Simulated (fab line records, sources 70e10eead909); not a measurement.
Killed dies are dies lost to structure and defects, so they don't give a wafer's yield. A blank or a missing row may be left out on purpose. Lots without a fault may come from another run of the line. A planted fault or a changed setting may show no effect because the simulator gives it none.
A struck lot beside a sound one | flow nand_harc | 13 steps out of a route of 1159
Sound: wafers L733.2, L733.4, L733.5. Struck: wafers L740.1, L740.2, L740.3. The cause comes at the end.
At each step with rows: each side's tool, then ch and its chambers, then its first start. Under that, the readings that differ: sound wafers | struck wafers | difference of the means | sigmas: that difference in standard deviations of wafers without a fault.
alike: readings whose means differ by less than 2 such deviations, and words and numbers that are the same on both sides. not compared: withheld readings, readings that some wafer has no value for, bounds like >300 that may hide the same value, and numbers for which the record gives no deviation and whose values overlap.
The two part at a step that has a row with sigmas, a row that says differs or no value, or rows on one side only. Numbers that don't overlap but have no deviation are shown without sigmas and don't part them. A reading that every wafer of one side lacks parts them only if that side has two wafers or more.

NHARC_P_START_INSPECT_01:
  sound on defect_inspect-02, day 1 12:02; struck on defect_inspect-01, day 3 06:02
  alike: raw_defect_count
then, 11 steps without rows for these wafers: NHARC_P_ZERO_WELL_PRECLEAN_00 (cleans in SPM, time 600 s); NHARC_P_ZERO_WELL_SRD_01; NHARC_P_ZERO_WELL_PECVD_02 (deposits SiO2, target thk 10 nm); NHARC_P_ZERO_WELL_DEHYDRATE_03 (time 120 s); NHARC_P_ZERO_WELL_HMDS_04 (time 30 s); NHARC_P_ZERO_WELL_COAT_64 (time 65 s); NHARC_P_ZERO_WELL_COAT_05 (resist thk 600 nm); NHARC_P_ZERO_WELL_SOFTBAKE_06 (time 70 s); NHARC_P_ZERO_WELL_EBR_07; NHARC_P_ZERO_WELL_EXPOSE_08 (exposes mask P ZERO, target cd 500 nm); NHARC_P_ZERO_WELL_PEB_09 (peb time 80 s).
NHARC_P_ZERO_WELL_DEVELOP_10: time 50 s.
  sound on litho_track-02 ch 0, day 1 13:00; struck on litho_track-02, day 3 07:00
  no value came back on the struck wafers for chill_plate_temp_C (C), developer_temp_C (C), exhaust_pa (Pa); on the sound wafers chill_plate_temp_C (C) reads 22.94 22.77 22.85

WHERE THEY PART
Only at NHARC_P_ZERO_WELL_DEVELOP_10, within this record.

WHY: what the simulator had put in
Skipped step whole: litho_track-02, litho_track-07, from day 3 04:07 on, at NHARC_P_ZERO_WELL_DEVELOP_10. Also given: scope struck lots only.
